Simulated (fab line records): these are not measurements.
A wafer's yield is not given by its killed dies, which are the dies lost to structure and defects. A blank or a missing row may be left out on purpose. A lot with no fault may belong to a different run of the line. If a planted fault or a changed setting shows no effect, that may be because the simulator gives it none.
Split-lot study / flow n5Finfet / 21 wafers read from 7 lots, route of 1938 steps

== THE SPLIT ==
At N5_BEOL_M7_DEP_56 (deposits SiCN from 3MS/NH3, target thk 10 nm, time 17.5 s), the setting timeS was moved away from the recipe's 17.5 s on 5 of the 21 wafers read, by -12.0% to +14.2%. This setting was run at the recipe's value on the other wafers.

The reading is taken at the split's own step.

== THE READING ==
SiCN_of_BEOL_M7_DEP_56.thkNm (the simulator's own value, which no gauge read), in nm, at N5_BEOL_M7_DEP_56 (deposits SiCN from 3MS/NH3, target thk 10 nm, time 17.5 s). The file gives no usual value for it. Across the 16 wafers here that went through the recipe, the average is 10.1 nm and the standard deviation 0.22 nm.

wafer=L075.2; tool, chamber at the split=pecvd-03, 2; timeS as run, s=17.5; against the recipe=recipe; SiCN_of_BEOL_M7_DEP_56.thkNm, nm=10.4; against lot-mates on the recipe=-
wafer=L075.6; tool, chamber at the split=pecvd-03, 2; timeS as run, s=17.5; against the recipe=recipe; SiCN_of_BEOL_M7_DEP_56.thkNm, nm=10.4; against lot-mates on the recipe=-
wafer=L075.4; tool, chamber at the split=pecvd-03, 1; timeS as run, s=17.5; against the recipe=recipe; SiCN_of_BEOL_M7_DEP_56.thkNm, nm=10.2; against lot-mates on the recipe=-
wafer=L078.1; tool, chamber at the split=pecvd-01, 1; timeS as run, s=17.5; against the recipe=recipe; SiCN_of_BEOL_M7_DEP_56.thkNm, nm=9.8; against lot-mates on the recipe=-
wafer=L078.4; tool, chamber at the split=pecvd-01, 2; timeS as run, s=19.99; against the recipe=+14.2%; SiCN_of_BEOL_M7_DEP_56.thkNm, nm=11.4; against lot-mates on the recipe=+1.5
wafer=L078.6; tool, chamber at the split=pecvd-01, 0; timeS as run, s=17.5; against the recipe=recipe; SiCN_of_BEOL_M7_DEP_56.thkNm, nm=10; against lot-mates on the recipe=-
wafer=L082.2; tool, chamber at the split=pecvd-04, 1; timeS as run, s=17.5; against the recipe=recipe; SiCN_of_BEOL_M7_DEP_56.thkNm, nm=10; against lot-mates on the recipe=-
wafer=L082.3; tool, chamber at the split=pecvd-04, 2; timeS as run, s=18.95; against the recipe=+8.3%; SiCN_of_BEOL_M7_DEP_56.thkNm, nm=10.8; against lot-mates on the recipe=+0.8
wafer=L082.6; tool, chamber at the split=pecvd-04, 1; timeS as run, s=18.95; against the recipe=+8.3%; SiCN_of_BEOL_M7_DEP_56.thkNm, nm=11; against lot-mates on the recipe=+1.0
wafer=L084.1; tool, chamber at the split=pecvd-04, 0; timeS as run, s=17.5; against the recipe=recipe; SiCN_of_BEOL_M7_DEP_56.thkNm, nm=9.8; against lot-mates on the recipe=-
wafer=L084.3; tool, chamber at the split=pecvd-04, 0; timeS as run, s=17.5; against the recipe=recipe; SiCN_of_BEOL_M7_DEP_56.thkNm, nm=9.8; against lot-mates on the recipe=-
wafer=L084.2; tool, chamber at the split=pecvd-04, 2; timeS as run, s=17.5; against the recipe=recipe; SiCN_of_BEOL_M7_DEP_56.thkNm, nm=10; against lot-mates on the recipe=-
wafer=L087.4; tool, chamber at the split=pecvd-03, 0,1; timeS as run, s=17.5; against the recipe=recipe; SiCN_of_BEOL_M7_DEP_56.thkNm, nm=10.2; against lot-mates on the recipe=-
wafer=L087.5; tool, chamber at the split=pecvd-03, 0,1; timeS as run, s=17.5; against the recipe=recipe; SiCN_of_BEOL_M7_DEP_56.thkNm, nm=10.2; against lot-mates on the recipe=-
wafer=L087.6; tool, chamber at the split=pecvd-03, 2; timeS as run, s=17.5; against the recipe=recipe; SiCN_of_BEOL_M7_DEP_56.thkNm, nm=10.4; against lot-mates on the recipe=-
wafer=L093.2; tool, chamber at the split=pecvd-04, 1; timeS as run, s=17.5; against the recipe=recipe; SiCN_of_BEOL_M7_DEP_56.thkNm, nm=9.8; against lot-mates on the recipe=-
wafer=L093.4; tool, chamber at the split=pecvd-04, 0; timeS as run, s=18.68; against the recipe=+6.7%; SiCN_of_BEOL_M7_DEP_56.thkNm, nm=10.6; against lot-mates on the recipe=+0.7
wafer=L093.5; tool, chamber at the split=pecvd-04, 2; timeS as run, s=17.5; against the recipe=recipe; SiCN_of_BEOL_M7_DEP_56.thkNm, nm=10; against lot-mates on the recipe=-
wafer=L096.1; tool, chamber at the split=pecvd-01, 0; timeS as run, s=17.5; against the recipe=recipe; SiCN_of_BEOL_M7_DEP_56.thkNm, nm=9.8; against lot-mates on the recipe=-
wafer=L096.4; tool, chamber at the split=pecvd-01, 1; timeS as run, s=15.4; against the recipe=-12.0%; SiCN_of_BEOL_M7_DEP_56.thkNm, nm=8.8; against lot-mates on the recipe=-1.2
wafer=L096.5; tool, chamber at the split=pecvd-01, 0; timeS as run, s=17.5; against the recipe=recipe; SiCN_of_BEOL_M7_DEP_56.thkNm, nm=10.2; against lot-mates on the recipe=-
When a row names more than one chamber, that row covers several wafers, and the file does not tell which wafer ran in which chamber.

FIT RESULTS
A straight line over all 21 wafers: SiCN_of_BEOL_M7_DEP_56.thkNm changes by +0.0982 nm for each +1% of timeS; r = +0.92; the points scatter about the line by 0.21 nm.
The same after taking each lot's own level away (the mean of its wafers on the recipe; 21 wafers): +0.104 nm for each +1%; r = +0.98; scatter 0.11 nm.
On that fit, the largest move of timeS shifts the reading by 1.5 nm.
The span of the lots' own levels, 9.87 to 10.33 nm, comes to 2.1 times the standard deviation stated above.
Consequently the slope shifts little with the lot-to-lot level, the two slopes agreeing.
Check: for one of the wafers moved furthest among these (+14.2%), held out of the fit, the line's prediction against its lot-mates is +1.49 nm. Against them it came out at +1.5 nm.

== OTHER SPLITS APPLIED TO THESE WAFERS ==
These wafers also went through other splits before the reading. Each is held against what the fit with the lots' levels taken away leaves over:
other split on the same wafers=N5_BEOL_M6_COAT_60 spinRpm; wafers away from the commonest value=9; r with SiCN_of_BEOL_M7_DEP_56.thkNm (lot level and that fit taken away)=+0.09

== THE FILE'S OWN FIT ==
SiCN_of_BEOL_M7_DEP_56.thkNm changes by +0.104 nm for each +1% of timeS, r = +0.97.
